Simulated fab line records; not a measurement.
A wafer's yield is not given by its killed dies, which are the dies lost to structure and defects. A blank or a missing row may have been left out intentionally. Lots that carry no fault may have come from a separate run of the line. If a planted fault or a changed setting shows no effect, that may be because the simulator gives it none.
Chamber matching	flow nand_harc	rie_si-02 running NHARC_P_STI_ETCH_15: 4 sister chambers
The step etches the open film in HBr/Cl2, target depth 300 nm, time 100.1 s. 8 wafers are shown with their chamber, then 7 later ones without.

## WAFERS, EACH WITH ITS CHAMBER
wafer	chamber	oes_product_au (a.u.)	throttle_valve_pct (%)
L075.2	3	0.981	26.430
L081.1	3	0.982	26.409
L081.3	2	1.004	26.407
L084.3	0	0.997	26.413
L084.4	1	0.992	26.416
L084.6	1	0.990	26.397
L087.2	0	0.987	26.408
L087.3	2	1.007	26.395

## WAFERS WHOSE CHAMBER IS MISSING
wafer	oes_product_au (a.u.)	throttle_valve_pct (%)
L087.5	1.000	26.409
L089.1	0.997	26.399
L089.3	0.997	26.402
L089.6	0.988	26.393
L095.1	0.980	26.408
L095.3	0.981	26.408
L095.4	0.999	26.406

## EACH ONE'S CHAMBER
wafer	from the rows above	in truth
L087.5	can't be placed: 2 or 0 or 1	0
L089.1	can't be placed: 0 or 1 or 2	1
L089.3	can't be placed: 0 or 1 or 2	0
L089.6	can't be placed: 1 or 0 or 3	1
L095.1	can't be placed: 3 or 1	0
L095.3	can't be placed: 3 or 1 or 0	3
L095.4	can't be placed: 2 or 0 or 1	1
Placed correctly: 0 of 7. These rows do not allow placing 7 (true chamber among the candidates in 6). Wrongly placed: 0.
How it was worked out, from the rows above alone: a wafer's distance from a chamber is the root of the sum, over the readings, of the square of ((its reading less the chamber's mean) divided by the reading's scatter). The wafer belongs to the nearest chamber; if the next one is less than 2 further off, it can't be placed. The mean given for a chamber averages the wafers shown for that chamber. The scatter: the root of (the sum of the squares of (reading less its chamber's mean) over the shown wafers, divided by (wafers less chambers)).
